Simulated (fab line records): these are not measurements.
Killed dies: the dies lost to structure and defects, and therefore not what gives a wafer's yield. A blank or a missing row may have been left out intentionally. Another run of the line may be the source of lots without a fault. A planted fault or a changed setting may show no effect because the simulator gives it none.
fab line records -- flow n5-finfet
[record] lots = 7, wafers = 21
route steps=1938 shown BEOL_M0_SAQP@686 BEOL_M1@758 BEOL_M3@938 BEOL_M4@1027
start-h: the number of hours between the record's first day and the start of the first shown wafer of the lot -- wait-h: hours since the lot's step before -- " as in the row above -- L1.1+2: a single row standing in for several wafers -- - value missing, or start not given -- * or withheld: withheld -- < > ~ a bound
route shown NAME@n: NAME is a module with steps in the file, n the number in the route of the first one -- usual: mean and standard deviation over wafers with no fault -- same: alike in all rows -- chamber/n: place in a boat -- sites: readings site by site -- _std_site: standard deviation of those values -- _edge_site: inner sites' mean taken away from outer sites' mean -- radius-mm: for every site, how far away it sits from the centre of the wafer -- mask NAME#n: copy n -- behind: the most recent tool/chamber to have shaped the wafer -- hold: cause of the lot's hold/its duration in hours/its outcome -- device: the n, p or np transistor that did not switch -- end of line: tests run on the same wafers once the route is complete -- a step without rows: its recipe alone -- killed: not the wafer's yield, but the dies lost to structure and defects at the first sort -- map: a wafer's dies, marking killed ones x, the rest . and places with no die _
set.NAME: the setting that was run; set.NAME@STEP: the one run at that earlier step -- model.NAME: the simulator's own value behind a step, which no gauge read
one table per step and one row per wafer, for lots whose settings were changed on purpose
[[steps]]
[step N5_BEOL_M0_SAQP_EXPOSE_37]
[recipe] mask-id = M0_CUT1, na = 0.33, source-shape = annular, sigma-inner = 0.35, sigma-outer = 0.8, polarization = unpolarized, target-cd-nm = 30, dose-mj = 44.75
lot.wafer,tool,chamber,start-h,wait-h,mask,set.dose-mj
L075.1,euv-scanner-02,0,148.71,-,M0_CUT1#0,44.75
L075.3+4,euv-scanner-02,0,148.71,-,M0_CUT1#0,47.17
L080.2+4,euv-scanner-02,0,160.94,-,M0_CUT1#0,43.01
L080.6,euv-scanner-02,0,160.94,-,M0_CUT1#0,44.75
L088.1+3+4,euv-scanner-02,0,205.29,-,M0_CUT1#0,44.75
L090.3+4,euv-scanner-02,0,217.46,-,M0_CUT1#0,44.75
L090.6,euv-scanner-02,0,217.46,-,M0_CUT1#0,43.37
L091.3+5+6,euv-scanner-02,0,225.33,-,M0_CUT1#0,44.75
L093.2+3,euv-scanner-01,0,238.62,-,M0_CUT1#0,44.75
L093.6,euv-scanner-01,0,238.62,-,M0_CUT1#0,42.66
L095.2+3,euv-scanner-02,0,248.23,-,M0_CUT1#0,46.72
L095.5,euv-scanner-02,0,248.23,-,M0_CUT1#0,44.75
[step N5_BEOL_M0_SAQP_PEB_38]
[recipe] peb-temp-c = 100, peb-time-s = 60, resist = CAR-EUV
[step N5_BEOL_M0_SAQP_DEVELOP_39]
[recipe] develop-time-s = 30, developer = TMAH, resist = CAR-EUV, rinse-liquid = surfactant-rinse, dry = air-spin, dev-temp-c = 23
[step N5_BEOL_M0_SAQP_CD_MEAS_40]
[recipe] target-cd-nm = 30, landing-energy-ev = 500, detector = se-inlens
[usual] cd-nm = 29.98/0.23
lot.wafer,tool,chamber,start-h,wait-h,set.dose-mj@BEOL_M0_SAQP_EXPOSE_37,cd-nm
L075.1,cd-sem-03,0,148.85,-,44.75,29.99
L075.3,cd-sem-03,0,148.85,-,47.17,31.37
L075.4,cd-sem-03,0,148.85,-,47.17,31.21
L080.2,cd-sem-02,0,161.06,-,43.01,29.14
L080.4,cd-sem-02,0,161.06,-,43.01,29.09
L080.6,cd-sem-02,0,161.06,-,44.75,30.07
L088.1,cd-sem-03,0,205.42,-,44.75,30.03
L088.3,cd-sem-03,0,205.42,-,44.75,30.02
L088.4,cd-sem-03,0,205.42,-,44.75,29.50
L090.3,cd-sem-01,0,217.58,-,44.75,29.96
L090.4,cd-sem-01,0,217.58,-,44.75,30.18
L090.6,cd-sem-01,0,217.58,-,43.37,29.48
L091.3,cd-sem-01,0,225.45,-,44.75,30.14
L091.5,cd-sem-01,0,225.45,-,44.75,29.71
L091.6,cd-sem-01,0,225.45,-,44.75,29.84
L093.2,cd-sem-01,0,238.75,-,44.75,30.02
L093.3,cd-sem-01,0,238.75,-,44.75,29.72
L093.6,cd-sem-01,0,238.75,-,42.66,28.84
L095.2,cd-sem-03,0,248.36,-,46.72,30.91
L095.3,cd-sem-03,0,248.36,-,46.72,30.72
L095.5,cd-sem-03,0,248.36,-,44.75,29.72
[step N5_BEOL_M0_SAQP_DESCUM_45]
[recipe] chemistry = O2, time-s = 7, source-power-w = 50, bias-power-w = 20, pressure-mtorr = 20, rf-frequency-hz = 2.712e+07, temp-c = 40, resist = CAR-EUV, o2-flow-sccm = 225
lot.wafer,tool,chamber,start-h,wait-h,set.dose-mj@BEOL_M0_SAQP_EXPOSE_37,model.BEOL_M0_SAQP.cd-nm
L075.1,rie-diel-06,3,148.97,0.0,44.75,30
L075.3+4,rie-diel-06,"1,0",148.97,0.0,47.17,31.2
L080.2+4,rie-diel-03,"0,2",161.19,0.0,43.01,29.2
L080.6,rie-diel-03,1,161.19,0.0,44.75,30
L088.1,rie-diel-01,2,205.55,0.0,44.75,30.2
L088.3+4,rie-diel-01,"0,3",205.55,0.0,44.75,29.8
L090.3+4,rie-diel-01,"3,0",217.98,0.3,44.75,30
L090.6,rie-diel-01,3,217.98,0.3,43.37,29.4
L091.3+5,rie-diel-06,"2,0",225.57,0.0,44.75,30.2
L091.6,rie-diel-06,2,225.57,0.0,44.75,30
L093.2,rie-diel-06,2,238.87,0.0,44.75,30.2
L093.3,rie-diel-06,0,238.87,0.0,44.75,30
L093.6,rie-diel-06,0,238.87,0.0,42.66,29
L095.2,rie-diel-03,3,248.52,0.1,46.72,30.6
L095.3,rie-diel-03,1,248.52,0.1,46.72,31
L095.5,rie-diel-03,0,248.52,0.1,44.75,29.8
[step N5_BEOL_M0_SAQP_ETCH_88]
[recipe] chemistry = N2/H2, target = underlayer, target-depth-a = 65, time-s = 5.2, ion-energy-ev = 200, mask-material = CAR-EUV, pressure-mtorr = 30, source-w = 840, bias-w = 150, n2-flow-sccm = 200, h2-flow-sccm = 200, ends = cleared
lot.wafer,tool,chamber,start-h,wait-h,set.spin-rpm@BEOL_M0_SAQP_COAT_87,set.dose-mj@BEOL_M0_SAQP_EXPOSE_37,model.etch.depth-nm,model.BEOL_M0_SAQP.cd-nm
L075.1,rie-diel-06,3,149.01,0.0,1500,44.75,4.996,30
L075.3,rie-diel-06,1,149.01,0.0,1500,47.17,4.979,31.2
L075.4,rie-diel-06,0,149.01,0.0,1500,47.17,5.006,31.2
L080.2,rie-diel-03,0,161.22,0.0,1347,43.01,5.262,29.2
L080.4,rie-diel-03,2,161.22,0.0,1347,43.01,5.248,29.2
L080.6,rie-diel-03,1,161.22,0.0,1500,44.75,4.991,30
L088.1,rie-diel-01,2,205.58,0.0,1396,44.75,5.179,30
L088.3,rie-diel-01,0,205.58,0.0,1500,44.75,5.002,30
L088.4,rie-diel-01,3,205.58,0.0,1396,44.75,5.197,29.8
L090.3,rie-diel-01,3,218.01,0.0,1500,44.75,5.004,30
L090.4,rie-diel-01,0,218.01,0.0,1597,44.75,4.831,30
L090.6,rie-diel-01,3,218.01,0.0,1597,43.37,4.847,29.2
L091.3,rie-diel-06,2,225.60,0.0,1500,44.75,4.988,30.2
L091.5,rie-diel-06,0,225.60,0.0,1500,44.75,4.999,30.2
L091.6,rie-diel-06,2,225.60,0.0,1500,44.75,4.982,30
L093.2,rie-diel-06,2,238.91,0.0,1500,44.75,5.015,30.2
L093.3,rie-diel-06,0,238.91,0.0,1573,44.75,4.909,30
L093.6,rie-diel-06,0,238.91,0.0,1500,42.66,5.02,29
L095.2,rie-diel-03,3,248.55,0.0,1404,46.72,5.16,30.6
L095.3,rie-diel-03,1,248.55,0.0,1404,46.72,5.17,30.8
L095.5,rie-diel-03,0,248.55,0.0,1500,44.75,4.991,30
[step N5_BEOL_M0_SAQP_ETCH_73]
[recipe] chemistry = CF4, target = SiARC, target-depth-a = 195, mask-material = CAR-EUV, time-s = 32.5, ion-energy-ev = 80, pressure-mtorr = 40, source-w = 545, bias-w = 36, Ar_flow_sccm = 100, cf4-flow-sccm = 100, ends = cleared
[step N5_BEOL_M0_SAQP_CUT_ETCH_46]
[recipe] chemistry = N2/H2, target = SOC, target-depth-a = 1350, overetch-a = 270, temp-c = 40, time-s = 202.5, ion-energy-ev = 200, mask-material = SiARC, pressure-mtorr = 30, source-w = 840, bias-w = 150, n2-flow-sccm = 200, h2-flow-sccm = 200
[step N5_BEOL_M0_SAQP_STRIP_89]
[recipe] chemistry = N2/H2, temp-c = 40, n2-flow-sccm = 200, h2-flow-sccm = 200, rf-frequency-hz = 6e+07
[step N5_BEOL_M0_SAQP_ALD_48]
[recipe] material = SiO2, target-thk-a = 200, temp-c = 100, ald-precursor-family = BDEAS, ald-co-reactant = O2-plasma, pulse-time-s = 1, co-reactant-pulse-time-s = 1, purge-time-s = 2, co-reactant-purge-time-s = 2, ald-cycles = 139, pressure-torr = 2
[step N5_BEOL_M0_SAQP_ETCH_49]
[recipe] chemistry = CF4/O2, target-depth-a = 370, target = SiO2, pressure-mtorr = 40, source-w = 535, bias-w = 49, Ar_flow_sccm = 100, cf4-flow-sccm = 100, O2_flow_sccm = 10, ion-energy-ev = 100
lot.wafer,tool,chamber,start-h,wait-h,set.dose-mj@BEOL_M0_SAQP_EXPOSE_37,model.BEOL_M0_SAQP.cd-nm
L075.1,rie-diel-01,3,150.69,0.3,44.75,29.6
L075.3,rie-diel-01,1,150.69,0.3,47.17,31
L075.4,rie-diel-01,0,150.69,0.3,47.17,30.8
L080.2,rie-diel-01,0,162.00,0.3,43.01,29.2
L080.4,rie-diel-01,2,162.00,0.3,43.01,29
L080.6,rie-diel-01,1,162.00,0.3,44.75,30.2
L088.1,rie-diel-06,3,206.56,0.5,44.75,30.4
L088.3,rie-diel-06,2,206.56,0.5,44.75,29.8
L088.4,rie-diel-06,1,206.56,0.5,44.75,30.2
L090.3,rie-diel-01,2,218.78,0.3,44.75,30.2
L090.4,rie-diel-01,1,218.78,0.3,44.75,29.8
L090.6,rie-diel-01,0,218.78,0.3,43.37,29.4
L091.3,rie-diel-06,0,226.45,0.3,44.75,30
L091.5,rie-diel-06,3,226.45,0.3,44.75,29.8
L091.6,rie-diel-06,2,226.45,0.3,44.75,29.6
L093.2,rie-diel-03,2,240.93,0.4,44.75,30
L093.3,rie-diel-03,0,240.93,0.4,44.75,30.2
L093.6,rie-diel-03,2,240.93,0.4,42.66,29
L095.2,rie-diel-06,3,249.33,0.3,46.72,30
L095.3,rie-diel-06,0,249.33,0.3,46.72,30.6
L095.5,rie-diel-06,3,249.33,0.3,44.75,29.6
[step N5_BEOL_M1_COAT_05]
[recipe] resist = CAR-EUV, spin-rpm = 1500, resist-thk-nm = 30
lot.wafer,tool,chamber,start-h,wait-h,set.spin-rpm,model.CAR-EUV_of_BEOL_M1_COAT_05.thk-nm
L075.1,litho-track-02,0,-,-,1370,31.6
L075.3+4,litho-track-02,0,-,-,1500,30
L080.2+4,litho-track-02,0,-,-,1500,30
L080.6,litho-track-02,0,-,-,1500,30.2
L088.1,litho-track-02,0,-,-,1500,29.8
L088.3,litho-track-02,0,-,-,1500,30
L088.4,litho-track-02,0,-,-,1611,28.8
L090.3+4,litho-track-03,0,-,-,1453,30.4
L090.6,litho-track-03,0,-,-,1500,30
L091.3,litho-track-02,0,-,-,1500,29.8
L091.5+6,litho-track-02,0,-,-,1500,30
L093.2,litho-track-01,0,-,-,1615,28.8
L093.3+6,litho-track-01,0,-,-,1500,30
L095.2,litho-track-03,0,-,-,1500,30.2
L095.3,litho-track-03,0,-,-,1615,29
L095.5,litho-track-03,0,-,-,1500,30
[step N5_BEOL_M1_EBR_07]
[recipe] solvent = PGMEA, ebr-width-mm = 1.5
[step N5_BEOL_M1_SOFTBAKE_06]
[recipe] temp-c = 110, time-s = 60, resist = CAR-EUV
[step N5_BEOL_M1_EXPOSE_08]
[recipe] mask-id = M1, na = 0.33, source-shape = dipole, sigma-inner = 0.369, sigma-outer = 0.767, polarization = unpolarized, dose-mj = 33
[step N5_BEOL_M1_PEB_09]
[recipe] peb-temp-c = 100, peb-time-s = 60, resist = CAR-EUV
[step N5_BEOL_M1_DEVELOP_10]
[recipe] develop-time-s = 30, developer = TMAH, resist = CAR-EUV, rinse-liquid = surfactant-rinse, dry = air-spin, dev-temp-c = 23
lot.wafer,tool,chamber,start-h,wait-h,set.spin-rpm@BEOL_M1_COAT_05,model.CAR-EUV_of_BEOL_M1_COAT_05.thk-nm
L075.1,litho-track-03,0,-,-,1370,31
L075.3+4,litho-track-03,0,-,-,1500,29.6
L080.2+4+6,litho-track-02,0,-,-,1500,29.6
L088.1,litho-track-02,0,-,-,1500,29.4
L088.3,litho-track-02,0,-,-,1500,29.6
L088.4,litho-track-02,0,-,-,1611,28.4
L090.3+4,litho-track-02,0,-,-,1453,30
L090.6,litho-track-02,0,-,-,1500,29.6
L091.3+5,litho-track-01,0,-,-,1500,29.4
L091.6,litho-track-01,0,-,-,1500,29.6
L093.2,litho-track-02,0,-,-,1615,28.4
L093.3,litho-track-02,0,-,-,1500,29.4
L093.6,litho-track-02,0,-,-,1500,29.6
L095.2+5,litho-track-03,0,-,-,1500,29.6
L095.3,litho-track-03,0,-,-,1615,28.6
[step N5_BEOL_M1_DESCUM_16]
[recipe] chemistry = O2, time-s = 7, source-power-w = 50, bias-power-w = 20, pressure-mtorr = 20, rf-frequency-hz = 2.712e+07, temp-c = 40, resist = CAR-EUV, o2-flow-sccm = 225
[step N5_BEOL_M1_ETCH_74]
[recipe] chemistry = N2/H2, target = underlayer, target-depth-a = 65, mask-material = CAR-EUV, time-s = 5.2, ion-energy-ev = 200, pressure-mtorr = 30, source-w = 840, bias-w = 150, n2-flow-sccm = 200, h2-flow-sccm = 200, ends = cleared
lot.wafer,tool,chamber,start-h,wait-h,set.spin-rpm@BEOL_M1_COAT_05,model.CAR-EUV_of_BEOL_M1_COAT_05.thk-nm
L075.1,rie-diel-01,2,159.91,0.0,1370,21.8
L075.3+4,rie-diel-01,"1,0",159.91,0.0,1500,20.4
L080.2+4+6,rie-diel-01,"1,0,2",170.69,0.0,1500,20.4
L088.1+3,rie-diel-06,"1,3",217.79,0.0,1500,20.2
L088.4,rie-diel-06,2,217.79,0.0,1611,19.2
L090.3+4,rie-diel-03,"2,1",228.66,0.0,1453,20.8
L090.6,rie-diel-03,3,228.66,0.0,1500,20.4
L091.3+5,rie-diel-06,"2,3",234.17,0.0,1500,20.2
L091.6,rie-diel-06,2,234.17,0.0,1500,20.4
L093.2,rie-diel-06,3,249.48,0.0,1615,19.2
L093.3,rie-diel-06,2,249.48,0.0,1500,20.2
L093.6,rie-diel-06,3,249.48,0.0,1500,20.4
L095.2+5,rie-diel-03,"0,1",261.06,0.0,1500,20.4
L095.3,rie-diel-03,1,261.06,0.0,1615,19.4
[step N5_BEOL_M3_COAT_05]
[recipe] resist = CAR-EUV, spin-rpm = 1500, resist-thk-nm = 30
lot.wafer,tool,chamber,start-h,wait-h,set.spin-rpm,model.CAR-EUV_of_BEOL_M3_COAT_05.thk-nm
L075.1+4,litho-track-04,0,-,-,1500,30
L075.3,litho-track-04,0,-,-,1500,29.8
L080.2+6,litho-track-01,0,-,-,1409,30.8
L080.4,litho-track-01,0,-,-,1500,29.8
L088.1+3+4,litho-track-04,0,-,-,1500,30
L090.3,litho-track-03,0,-,-,1500,30
L090.4,litho-track-03,0,-,-,1500,30.2
L090.6,litho-track-03,0,-,-,1374,31.4
L091.3+6,litho-track-01,0,-,-,1500,30
L091.5,litho-track-01,0,-,-,1500,29.8
L093.2+3+6,litho-track-04,0,-,-,1500,30
L095.2,litho-track-04,0,-,-,1661,28.6
L095.3+5,litho-track-04,0,-,-,1500,30
[step N5_BEOL_M3_EBR_07]
[recipe] solvent = PGMEA, ebr-width-mm = 1.5
[step N5_BEOL_M3_SOFTBAKE_06]
[recipe] temp-c = 110, time-s = 60, resist = CAR-EUV
[step N5_BEOL_M3_EXPOSE_08]
[recipe] mask-id = M3, na = 0.33, source-shape = dipole, sigma-inner = 0.369, sigma-outer = 0.767, polarization = unpolarized, dose-mj = 33
[step N5_BEOL_M3_PEB_09]
[recipe] peb-temp-c = 100, peb-time-s = 60, resist = CAR-EUV
[step N5_BEOL_M3_DEVELOP_10]
[recipe] develop-time-s = 30, developer = TMAH, resist = CAR-EUV, rinse-liquid = surfactant-rinse, dry = air-spin, dev-temp-c = 23
lot.wafer,tool,chamber,start-h,wait-h,set.spin-rpm@BEOL_M3_COAT_05,model.CAR-EUV_of_BEOL_M3_COAT_05.thk-nm
L075.1+3+4,litho-track-04,0,-,-,1500,29.4
L080.2+6,litho-track-03,0,-,-,1409,30.4
L080.4,litho-track-03,0,-,-,1500,29.4
L088.1+3+4,litho-track-01,0,-,-,1500,29.6
L090.3+4,litho-track-01,0,-,-,1500,29.6
L090.6,litho-track-01,0,-,-,1374,31
L091.3+5,litho-track-03,0,-,-,1500,29.4
L091.6,litho-track-03,0,-,-,1500,29.6
L093.2,litho-track-04,0,-,-,1500,29.4
L093.3+6,litho-track-04,0,-,-,1500,29.6
L095.2,litho-track-03,0,-,-,1661,28
L095.3+5,litho-track-03,0,-,-,1500,29.6
[step N5_BEOL_M3_DESCUM_16]
[recipe] chemistry = O2, time-s = 7, source-power-w = 50, bias-power-w = 20, pressure-mtorr = 20, rf-frequency-hz = 2.712e+07, temp-c = 40, resist = CAR-EUV, o2-flow-sccm = 225
lot.wafer,tool,chamber,start-h,wait-h,set.spin-rpm@BEOL_M3_COAT_05,model.CAR-EUV_of_BEOL_M3_COAT_05.thk-nm
L075.1+3+4,rie-diel-03,"2,3,1",205.45,0.0,1500,26
L080.2+6,rie-diel-03,"1,3",228.17,0.0,1409,26.8
L080.4,rie-diel-03,2,228.17,0.0,1500,26
L088.1+3+4,rie-diel-01,"0,2,3",265.54,0.0,1500,26
L090.3+4,rie-diel-01,"1,2",275.40,0.0,1500,26.2
L090.6,rie-diel-01,1,275.40,0.0,1374,27.6
L091.3+6,rie-diel-06,"1,0",280.70,0.1,1500,26
L091.5,rie-diel-06,1,280.70,0.1,1500,25.8
L093.2+3+6,rie-diel-01,"0,2,3",292.58,0.0,1500,26
L095.2,rie-diel-06,2,297.35,0.0,1661,24.6
L095.3+5,rie-diel-06,"1,2",297.35,0.0,1500,26.2
[step N5_BEOL_M4_COAT_73]
[recipe] resist = underlayer, temp-c = 205, time-s = 60, spin-rpm = 1500, resist-thk-nm = 5
lot.wafer,tool,chamber,start-h,wait-h,set.spin-rpm,model.underlayer_of_BEOL_M4_COAT_73.thk-nm
L075.1,litho-track-03,0,-,-,1500,5
L075.3+4,litho-track-03,0,-,-,1555,5
L080.2+4,litho-track-03,0,-,-,1413,5.2
L080.6,litho-track-03,0,-,-,1500,5
L088.1,litho-track-05,0,-,-,1591,4.8
L088.3+4,litho-track-05,0,-,-,1500,5
L090.3+4+6,litho-track-05,0,-,-,1500,5
L091.3+5+6,litho-track-02,0,-,-,1500,5
L093.2+3,litho-track-05,0,-,-,1334,5.4
L093.6,litho-track-05,0,-,-,1500,5
L095.2+3+5,litho-track-03,0,-,-,1500,5
[step N5_BEOL_M4_COAT_05]
[recipe] resist = CAR-EUV, spin-rpm = 1500, resist-thk-nm = 30
lot.wafer,tool,chamber,start-h,wait-h,set.spin-rpm,model.CAR-EUV_of_BEOL_M4_COAT_05.thk-nm
L075.1+3+4,litho-track-03,0,-,-,1500,29.8
L080.2+6,litho-track-03,0,-,-,1631,28.8
L080.4,litho-track-03,0,-,-,1500,30
L088.1,litho-track-05,0,-,-,1551,29.4
L088.3,litho-track-05,0,-,-,1500,29.8
L088.4,litho-track-05,0,-,-,1500,30
L090.3,litho-track-05,0,-,-,1500,30.2
L090.4+6,litho-track-05,0,-,-,1377,31.4
L091.3+5+6,litho-track-02,0,-,-,1500,29.8
L093.2,litho-track-05,0,-,-,1558,29.4
L093.3+6,litho-track-05,0,-,-,1500,30
L095.2+5,litho-track-03,0,-,-,1547,29.6
L095.3,litho-track-03,0,-,-,1500,30
[step N5_BEOL_M4_EBR_07]
[recipe] solvent = PGMEA, ebr-width-mm = 1.5
[step N5_BEOL_M4_SOFTBAKE_06]
[recipe] temp-c = 110, time-s = 60, resist = CAR-EUV
[step N5_BEOL_M4_DESCUM_16]
[recipe] chemistry = O2, time-s = 7, source-power-w = 50, bias-power-w = 20, pressure-mtorr = 20, rf-frequency-hz = 2.712e+07, temp-c = 40, resist = CAR-EUV, o2-flow-sccm = 225
[step N5_BEOL_M4_ETCH_74]
[recipe] chemistry = N2/H2, target = underlayer, target-depth-a = 65, mask-material = CAR-EUV, time-s = 5.2, ion-energy-ev = 200, pressure-mtorr = 30, source-w = 840, bias-w = 150, n2-flow-sccm = 200, h2-flow-sccm = 200, ends = cleared
[usual] etch-rf-on-time-s = 5.19/0.058
lot.wafer,tool,chamber,start-h,wait-h,set.spin-rpm@BEOL_M4_COAT_73,etch-rf-on-time-s,model.etch.depth-nm
L075.1,rie-diel-05,3,218.07,0.0,1500,5.25,4.992
L075.3,rie-diel-05,2,218.07,0.0,1555,5.12,4.918
L075.4,rie-diel-05,2,218.07,0.0,1555,5.05,4.903
L080.2,rie-diel-05,0,235.37,0.0,1413,5.33,5.123
L080.4,rie-diel-05,2,235.37,0.0,1413,5.32,5.119
L080.6,rie-diel-05,0,235.37,0.0,1500,5.20,4.973
L088.1,rie-diel-05,0,286.34,0.0,1591,4.99,4.832
L088.3,rie-diel-05,3,286.34,0.0,1500,5.25,4.985
L088.4,rie-diel-05,1,286.34,0.0,1500,5.11,4.979
L090.3,rie-diel-04,2,300.15,0.0,1500,5.17,5.015
L090.4,rie-diel-04,0,300.15,0.0,1500,5.15,5.007
L090.6,rie-diel-04,3,300.15,0.0,1500,5.11,5.007
L091.3,rie-diel-05,1,301.95,0.0,1500,5.24,5.039
L091.5,rie-diel-05,3,301.95,0.0,1500,5.26,5.021
L091.6,rie-diel-05,0,301.95,0.0,1500,5.15,5.03
L093.2,rie-diel-02,1,318.72,0.0,1334,5.47,5.309
L093.3,rie-diel-02,2,318.72,0.0,1334,5.52,5.311
L093.6,rie-diel-02,2,318.72,0.0,1500,5.26,5.022
L095.2,rie-diel-04,0,340.06,0.0,1500,5.18,5.004
L095.3,rie-diel-04,2,340.06,0.0,1500,5.17,4.994
L095.5,rie-diel-04,2,340.06,0.0,1500,5.25,5.005
[step N5_BEOL_M4_ETCH_63]
[recipe] chemistry = CF4, target = SiARC, target-depth-a = 156, mask-material = CAR-EUV, time-s = 26, ion-energy-ev = 80, pressure-mtorr = 40, source-w = 545, bias-w = 36, Ar_flow_sccm = 100, cf4-flow-sccm = 100, ends = cleared
lot.wafer,tool,chamber,start-h,wait-h,set.spin-rpm@BEOL_M4_COAT_05,model.CAR-EUV_of_BEOL_M4_COAT_05.thk-nm
L075.1,rie-diel-05,3,218.08,0.0,1500,10.8
L075.3+4,rie-diel-05,2,218.08,0.0,1500,11
L080.2,rie-diel-05,0,235.39,0.0,1631,9.8
L080.4,rie-diel-05,2,235.39,0.0,1500,11
L080.6,rie-diel-05,0,235.39,0.0,1631,10
L088.1,rie-diel-05,0,286.36,0.0,1551,10.8
L088.3,rie-diel-05,3,286.36,0.0,1500,11
L088.4,rie-diel-05,1,286.36,0.0,1500,11.2
L090.3,rie-diel-04,2,300.16,0.0,1500,11.2
L090.4+6,rie-diel-04,"0,3",300.16,0.0,1377,12.4
L091.3+5+6,rie-diel-05,"1,3,0",301.96,0.0,1500,11
L093.2,rie-diel-02,1,318.74,0.0,1558,10.2
L093.3,rie-diel-02,2,318.74,0.0,1500,10.8
L093.6,rie-diel-02,2,318.74,0.0,1500,11
L095.2,rie-diel-04,0,340.08,0.0,1547,10.6
L095.3,rie-diel-04,2,340.08,0.0,1500,11
L095.5,rie-diel-04,2,340.08,0.0,1547,10.8
[step N5_BEOL_M4_COAT_67]
[recipe] resist = SOC, temp-c = 250, time-s = 60, spin-rpm = 1500, resist-thk-nm = 60
lot.wafer,tool,chamber,start-h,wait-h,set.spin-rpm,model.SOC_of_BEOL_M4_COAT_67.thk-nm
L075.1+3,litho-track-03,0,218.59,0.0,1500,59.8
L075.4,litho-track-03,0,218.59,0.0,1417,61.6
L080.2+4,litho-track-03,0,235.91,0.0,1500,59.6
L080.6,litho-track-03,0,235.91,0.0,1500,59.8
L088.1+3+4,litho-track-03,0,286.87,0.0,1500,60
L090.3,litho-track-03,0,300.68,0.0,1500,60.2
L090.4,litho-track-03,0,300.68,0.0,1455,61.2
L090.6,litho-track-03,0,300.68,0.0,1500,60
L091.3+6,litho-track-05,0,302.47,0.0,1500,60
L091.5,litho-track-05,0,302.47,0.0,1500,59.8
L093.2,litho-track-03,0,319.21,0.0,1570,58.8
L093.3+6,litho-track-03,0,319.21,0.0,1500,60
L095.2,litho-track-02,0,340.49,0.0,1500,59.8
L095.3+5,litho-track-02,0,340.49,0.0,1390,62
[[key]]
[split] step = N5_BEOL_M0_SAQP_EXPOSE_37, setting = dose-mj, stated = 44.75, by = wafer
[response] step = N5_BEOL_M0_SAQP_CD_MEAS_40, reading = cd-nm, change = +0.234, per = 1%, r = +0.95
[response] step = N5_BEOL_M0_SAQP_DESCUM_45, reading = model.BEOL_M0_SAQP.cd-nm, change = +0.221, per = 1%, r = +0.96
[response] step = N5_BEOL_M0_SAQP_ETCH_88, reading = model.BEOL_M0_SAQP.cd-nm, change = +0.213, per = 1%, r = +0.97
[response] step = N5_BEOL_M0_SAQP_ETCH_49, reading = model.BEOL_M0_SAQP.cd-nm, change = +0.225, per = 1%, r = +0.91
[split] step = N5_BEOL_M1_COAT_05, setting = spin-rpm, stated = 1500, by = wafer
[response] step = N5_BEOL_M1_COAT_05, reading = model.CAR-EUV_of_BEOL_M1_COAT_05.thk-nm, change = -0.159, per = 1%, r = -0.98
[response] step = N5_BEOL_M1_DEVELOP_10, reading = model.CAR-EUV_of_BEOL_M1_COAT_05.thk-nm, change = -0.146, per = 1%, r = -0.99
[response] step = N5_BEOL_M1_ETCH_74, reading = model.CAR-EUV_of_BEOL_M1_COAT_05.thk-nm, change = -0.143, per = 1%, r = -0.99
[split] step = N5_BEOL_M3_COAT_05, setting = spin-rpm, stated = 1500, by = wafer
[response] step = N5_BEOL_M3_COAT_05, reading = model.CAR-EUV_of_BEOL_M3_COAT_05.thk-nm, change = -0.144, per = 1%, r = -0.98
[response] step = N5_BEOL_M3_DEVELOP_10, reading = model.CAR-EUV_of_BEOL_M3_COAT_05.thk-nm, change = -0.157, per = 1%, r = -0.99
[response] step = N5_BEOL_M3_DESCUM_16, reading = model.CAR-EUV_of_BEOL_M3_COAT_05.thk-nm, change = -0.152, per = 1%, r = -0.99
[split] step = N5_BEOL_M4_COAT_73, setting = spin-rpm, stated = 1500, by = wafer
[response] step = N5_BEOL_M4_COAT_73, reading = model.underlayer_of_BEOL_M4_COAT_73.thk-nm, change = -0.033, per = 1%, r = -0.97
[response] step = N5_BEOL_M4_ETCH_74, reading = etch-rf-on-time-s, change = *, per = 1%, r = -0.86
[response] step = N5_BEOL_M4_ETCH_74, reading = model.etch.depth-nm, change = -0.0254, per = 1%, r = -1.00
[split] step = N5_BEOL_M4_COAT_05, setting = spin-rpm, stated = 1500, by = wafer
[response] step = N5_BEOL_M4_COAT_05, reading = model.CAR-EUV_of_BEOL_M4_COAT_05.thk-nm, change = -0.142, per = 1%, r = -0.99
[response] step = N5_BEOL_M4_ETCH_63, reading = model.CAR-EUV_of_BEOL_M4_COAT_05.thk-nm, change = -0.134, per = 1%, r = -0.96
[split] step = N5_BEOL_M4_COAT_67, setting = spin-rpm, stated = 1500, by = wafer
[response] step = N5_BEOL_M4_COAT_67, reading = model.SOC_of_BEOL_M4_COAT_67.thk-nm, change = -0.304, per = 1%, r = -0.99
split outside-this-file step=N5_BEOL_M0_SAQP_COAT_87 setting=spin-rpm
// split outside-this-file: this setting was split too, and the file shows its column; the key of that split is in another file
